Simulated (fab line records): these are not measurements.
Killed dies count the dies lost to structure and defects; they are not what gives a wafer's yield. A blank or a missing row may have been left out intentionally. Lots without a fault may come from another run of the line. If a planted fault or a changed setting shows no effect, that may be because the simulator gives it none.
Which of the tools did it? / flow nandHarc / 36 wafers from 12 lots sampled at 5 of the route's 1302 steps

== WHAT THE GAUGES SHOWED, per wafer ==
NHARC_P_STI_OVL_MEAS_10.
lot=L204; measured=day 3 18:57; on=overlay-01; overlayXNm (nm)=-8 -8 -8; overlayYNm (nm)=11 11 12
lot=L205; measured=day 4 01:17; on=overlay-01; overlayXNm (nm)=-6 -7 -7; overlayYNm (nm)=-13 -13 -13
lot=L206; measured=day 4 10:35; on=overlay-01; overlayXNm (nm)=0 0 0; overlayYNm (nm)=-2 -2 -2
lot=L207; measured=day 4 21:11; on=overlay-01; overlayXNm (nm)=-6 -6 -5; overlayYNm (nm)=4 4 4
lot=L208; measured=day 5 06:38; on=overlay-02; overlayXNm (nm)=1 1 1; overlayYNm (nm)=-7 -7 -7
lot=L210; measured=day 6 05:36; on=overlay-02; overlayXNm (nm)=12 12 12; overlayYNm (nm)=2 2 1
lot=L211; measured=day 6 14:34; on=overlay-02; overlayXNm (nm)=7 7 7; overlayYNm (nm)=-4 -4 -4
lot=L212; measured=day 6 23:56; on=overlay-01; overlayXNm (nm)=4 4 4; overlayYNm (nm)=11 11 11
lot=L215; measured=day 8 05:30; on=overlay-02; overlayXNm (nm)=-2 -2 -2; overlayYNm (nm)=-11 -11 -11
lot=L216; measured=day 8 16:53; on=overlay-02; overlayXNm (nm)=4 3 4; overlayYNm (nm)=-1 -1 0
lot=L224; measured=day 12 00:40; on=overlay-01; overlayXNm (nm)=-2 -2 -2; overlayYNm (nm)=-2 -1 -1
lot=L225; measured=day 12 10:23; on=overlay-01; overlayXNm (nm)=6 7 6; overlayYNm (nm)=-7 -8 -7

NHARC_P_GATE_CD_MEAS_11 targets a cd of 1640 nm.
lot=L204; measured=day 5 07:10; on=cdSem-01; cdNm (nm)=1644.8 1645.6 1642.7
lot=L205; measured=day 5 10:53; on=cdSem-02; cdNm (nm)=1639.6 1640.2 1638.9
lot=L206; measured=day 5 21:52; on=cdSem-02; cdNm (nm)=1640.6 1643.5 1642.9
lot=L207; measured=day 6 15:15; on=cdSem-03; cdNm (nm)=1640.2 1638.8 1642.7
lot=L208; measured=day 6 19:29; on=cdSem-03; cdNm (nm)=1645.4 1640.9 1642.1
lot=L210; measured=day 7 18:15; on=cdSem-02; cdNm (nm)=1644.3 1643.2 1642.5
lot=L211; measured=day 8 02:14; on=cdSem-02; cdNm (nm)=1642.9 1641.0 1641.5
lot=L212; measured=day 8 11:11; on=cdSem-03; cdNm (nm)=1642.3 1643.7 1643.7
lot=L215; measured=day 9 18:19; on=cdSem-01; cdNm (nm)=1644.3 1641.1 1642.2
lot=L216; measured=day 10 11:12; on=cdSem-01; cdNm (nm)=1641.2 1637.1 1641.6
lot=L224; measured=day 13 12:49; on=cdSem-03; cdNm (nm)=1643.1 1640.7 1641.0
lot=L225; measured=day 14 03:25; on=cdSem-01; cdNm (nm)=1643.4 1643.9 1641.3

NHARC_P_GATE_CD_MEAS_46 targets a cd of 720 nm.
lot=L204; measured=day 6 09:04; on=cdSem-02; cdNm (nm)=719.7 721.9 721.9
lot=L205; measured=day 6 13:05; on=cdSem-02; cdNm (nm)=723.6 722.2 722.3
lot=L206; measured=day 7 02:16; on=cdSem-02; cdNm (nm)=721.5 723.5 722.7
lot=L207; measured=day 7 19:29; on=cdSem-03; cdNm (nm)=715.7 722.1 717.0
lot=L208; measured=day 7 22:27; on=cdSem-01; cdNm (nm)=720.6 723.9 723.1
lot=L210; measured=day 8 20:45; on=cdSem-01; cdNm (nm)=719.4 722.5 719.7
lot=L211; measured=day 9 06:16; on=cdSem-03; cdNm (nm)=719.0 718.9 721.0
lot=L212; measured=day 9 16:06; on=cdSem-01; cdNm (nm)=722.8 719.5 723.0
lot=L215; measured=day 11 00:24; on=cdSem-03; cdNm (nm)=722.1 722.7 719.4
lot=L216; measured=day 11 13:30; on=cdSem-01; cdNm (nm)=708.0 707.7 704.6
lot=L224; measured=day 14 19:52; on=cdSem-01; cdNm (nm)=723.5 721.5 721.0
lot=L225; measured=day 15 09:20; on=cdSem-03; cdNm (nm)=718.1 722.1 719.7

== WHAT TOOL EACH LOT RAN ON (gives the tool, then ch and the chambers of the sampled wafers, and finally the start) ==
lot=L204; NHARC_P_GATE_ETCH_32=rieSi-03 ch 0,1,3, day 5 21:47; NHARC_P_GATE_EXPOSE_43=krfScanner-02 ch 0, day 6 08:55
lot=L205; NHARC_P_GATE_ETCH_32=rieSi-03 ch 0,1,3, day 6 01:56; NHARC_P_GATE_EXPOSE_43=krfScanner-02 ch 0, day 6 12:56
lot=L206; NHARC_P_GATE_ETCH_32=rieSi-03 ch 1,2, day 6 12:47; NHARC_P_GATE_EXPOSE_43=krfScanner-02 ch 0, day 7 02:07
lot=L207; NHARC_P_GATE_ETCH_32=rieSi-03 ch 0,1, day 7 08:07; NHARC_P_GATE_EXPOSE_43=krfScanner-02 ch 0, day 7 19:20
lot=L208; NHARC_P_GATE_ETCH_32=rieSi-05 ch 2,3, day 7 11:07; NHARC_P_GATE_EXPOSE_43=krfScanner-02 ch 0, day 7 22:18
lot=L210; NHARC_P_GATE_ETCH_32=rieSi-06 ch 0,1,3, day 8 09:28; NHARC_P_GATE_EXPOSE_43=krfScanner-04 ch 0, day 8 20:35
lot=L211; NHARC_P_GATE_ETCH_32=rieSi-03 ch 0,3, day 8 18:52; NHARC_P_GATE_EXPOSE_43=krfScanner-02 ch 0, day 9 06:06
lot=L212; NHARC_P_GATE_ETCH_32=rieSi-03 ch 0,2,3, day 9 04:49; NHARC_P_GATE_EXPOSE_43=krfScanner-02 ch 0, day 9 15:56
lot=L215; NHARC_P_GATE_ETCH_32=rieSi-05 ch 1,2,3, day 10 10:58; NHARC_P_GATE_EXPOSE_43=krfScanner-04 ch 0, day 11 00:15
lot=L216; NHARC_P_GATE_ETCH_32=rieSi-03 ch 0,2,3, day 11 02:10; NHARC_P_GATE_EXPOSE_43=krfScanner-02 ch 0, day 11 13:20
lot=L224; NHARC_P_GATE_ETCH_32=rieSi-06 ch 1,2,3, day 14 08:21; NHARC_P_GATE_EXPOSE_43=krfScanner-01 ch 0, day 14 19:43
lot=L225; NHARC_P_GATE_ETCH_32=rieSi-06 ch 0,1,3, day 14 22:05; NHARC_P_GATE_EXPOSE_43=krfScanner-04 ch 0, day 15 09:11
- NHARC_P_GATE_ETCH_32: etches the open film in HBr/Cl2, target depth 150 nm, time 100.1 s.
- NHARC_P_GATE_EXPOSE_43: exposes mask P NSD, target cd 720 nm.

== AS READ BY THE TOOLS THEMSELVES (means over the sampled wafers that have a number; for cases with no such wafer, the mark the record gives instead) ==
NHARC_P_GATE_ETCH_32.
lot=L204; tool=rieSi-03; drypumpMotorCurrentA (A)=5.8; oesProductAu (a.u.)=0.996; rfFwdPowerW (W)=396.7; throttleValvePct (%)=26.408
lot=L205; tool=rieSi-03; drypumpMotorCurrentA (A)=5.8; oesProductAu (a.u.)=1.002; rfFwdPowerW (W)=396.6; throttleValvePct (%)=26.411
lot=L206; tool=rieSi-03; drypumpMotorCurrentA (A)=5.6; oesProductAu (a.u.)=0.998; rfFwdPowerW (W)=396.1; throttleValvePct (%)=26.422
lot=L207; tool=rieSi-03; drypumpMotorCurrentA (A)=5.9; oesProductAu (a.u.)=0.992; rfFwdPowerW (W)=398.4; throttleValvePct (%)=26.401
lot=L208; tool=rieSi-05; drypumpMotorCurrentA (A)=5.7; oesProductAu (a.u.)=0.987; rfFwdPowerW (W)=396.5; throttleValvePct (%)=26.408
lot=L210; tool=rieSi-06; drypumpMotorCurrentA (A)=6.2; oesProductAu (a.u.)=0.997; rfFwdPowerW (W)=397.9; throttleValvePct (%)=26.411
lot=L211; tool=rieSi-03; drypumpMotorCurrentA (A)=6.0; oesProductAu (a.u.)=1.001; rfFwdPowerW (W)=395.7; throttleValvePct (%)=26.415
lot=L212; tool=rieSi-03; drypumpMotorCurrentA (A)=5.9; oesProductAu (a.u.)=0.998; rfFwdPowerW (W)=397.0; throttleValvePct (%)=26.400
lot=L215; tool=rieSi-05; drypumpMotorCurrentA (A)=5.5; oesProductAu (a.u.)=0.992; rfFwdPowerW (W)=394.9; throttleValvePct (%)=26.407
lot=L216; tool=rieSi-03; drypumpMotorCurrentA (A)=5.9; oesProductAu (a.u.)=1.003; rfFwdPowerW (W)=396.3; throttleValvePct (%)=26.401
lot=L224; tool=rieSi-06; drypumpMotorCurrentA (A)=6.1; oesProductAu (a.u.)=1.003; rfFwdPowerW (W)=397.4; throttleValvePct (%)=26.402
lot=L225; tool=rieSi-06; drypumpMotorCurrentA (A)=6.2; oesProductAu (a.u.)=0.999; rfFwdPowerW (W)=396.8; throttleValvePct (%)=26.406

== THE ANSWER, worked out from the rows above alone ==
Rule: what is usual is taken from the lots themselves. The widest of any qualifying gaps counts: lots, ordered by their means at a reading, are off when they make up no more than a third of the lots, leave a main group of 4 or more, and stand apart from it by 3 or more times the standard deviation of that group's means. A main group whose means are all the same, to the digits that the tables above print for the reading, isn't used. A lot without any number at a reading at which 4 lots or more have one is off too. All remaining lots with rows at the step are treated as sound. Order of review: gauges by route order, followed by the tools' own readings, for which a lot's mean as printed above is used. At the first step where some lot is off, the reading lying furthest off is the one used; lots without a number count as furthest.
Off, at NHARC_P_GATE_CD_MEAS_46 on cdNm: L216. Main group: mean 721.1 nm, sd 1.3.
If a tool, at a process step before that reading, ran all the lots that are off and no sound lot after the first of them, it fits. Gauges at NHARC_P_GATE_CD_MEAS_46: tried the same way as those tools. Can't be told from this: 2 tools fit, rieSi-03 at NHARC_P_GATE_ETCH_32, krfScanner-02 at NHARC_P_GATE_EXPOSE_43.

== WHAT THE SIMULATOR PUT IN ==
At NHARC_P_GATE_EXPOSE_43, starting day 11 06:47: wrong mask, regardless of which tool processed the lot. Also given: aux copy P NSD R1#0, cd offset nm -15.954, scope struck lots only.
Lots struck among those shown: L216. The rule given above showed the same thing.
